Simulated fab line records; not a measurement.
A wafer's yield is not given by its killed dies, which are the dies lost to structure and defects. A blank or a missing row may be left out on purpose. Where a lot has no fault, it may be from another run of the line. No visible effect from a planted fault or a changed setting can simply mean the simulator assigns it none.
Chamber matching -- flow n5-finfet -- pecvd-02 running N5_BEOL_M0_SAQP_PECVD_97: 3 sister chambers
The step deposits SiNx from SiH4/NH3/N2, target thk 23 nm, time 19.9 s. 18 wafers are shown with their chamber, then 9 later ones without.

## WAFERS WITH THEIR CHAMBER
wafer,chamber,throttle-valve-pct (%),showerhead-plenum-p-Torr (Torr),heater-power-w (W)
L419.2,1,40.0,5.22,701
L419.3,0,40.4,5.17,504
L419.6,2,37.0,5.10,663
L420.1,2,37.3,5.12,717
L420.2,0,40.0,5.17,561
L420.4,1,40.1,5.23,667
L421.1,0,39.9,5.17,594
L421.2,2,37.6,5.12,710
L421.6,0,39.9,5.17,584
L422.1,0,40.0,5.18,509
L422.3,2,37.3,5.11,706
L422.5,0,40.2,5.17,515
L426.3,0,40.2,5.17,555
L426.4,0,40.3,5.17,571
L426.5,1,40.4,5.22,668
L429.1,2,37.4,5.12,691
L429.2,1,40.4,5.24,660
L429.5,1,40.2,5.24,686

SIGNATURES, as means of the wafers listed above
reading,chamber 0,chamber 1,chamber 2,scatter within a chamber
throttle-valve-pct,40.112,40.220,37.320,0.194
showerhead-plenum-p-Torr,5.1712,5.2300,5.1140,0.00734
heater-power-w,549.12,676.40,697.40,27.9
Rule: a wafer's distance from a chamber is the root of the sum, over the readings, of the square of ((its reading less the chamber's mean) divided by the reading's scatter). The wafer belongs to the nearest chamber; if the next one is less than 2 further off, it can't be placed. The scatter: the root of (the sum of the squares of (reading less its chamber's mean) over the shown wafers, divided by (wafers less chambers)).

## WAFERS WHOSE CHAMBER IS MISSING
wafer,throttle-valve-pct (%),showerhead-plenum-p-Torr (Torr),heater-power-w (W)
L438.2,40.4,5.17,570
L438.4,37.8,5.12,699
L438.5,37.6,5.12,681
L437.1,40.4,5.17,589
L437.3,37.7,5.13,722
L437.6,40.1,5.24,727
L440.1,40.3,5.23,679
L440.4,40.3,5.17,579
L440.6,40.3,5.24,678

## WHICH CHAMBER EACH ONE RAN IN
wafer,from the rows above,in truth
L438.2,0,0
L438.4,2,2
L438.5,2,2
L437.1,0,0
L437.3,2,2
L437.6,1,1
L440.1,1,1
L440.4,0,0
L440.6,1,1
9 of 9 placed correctly. Number that these rows cannot place: 0. 0 placed wrongly.
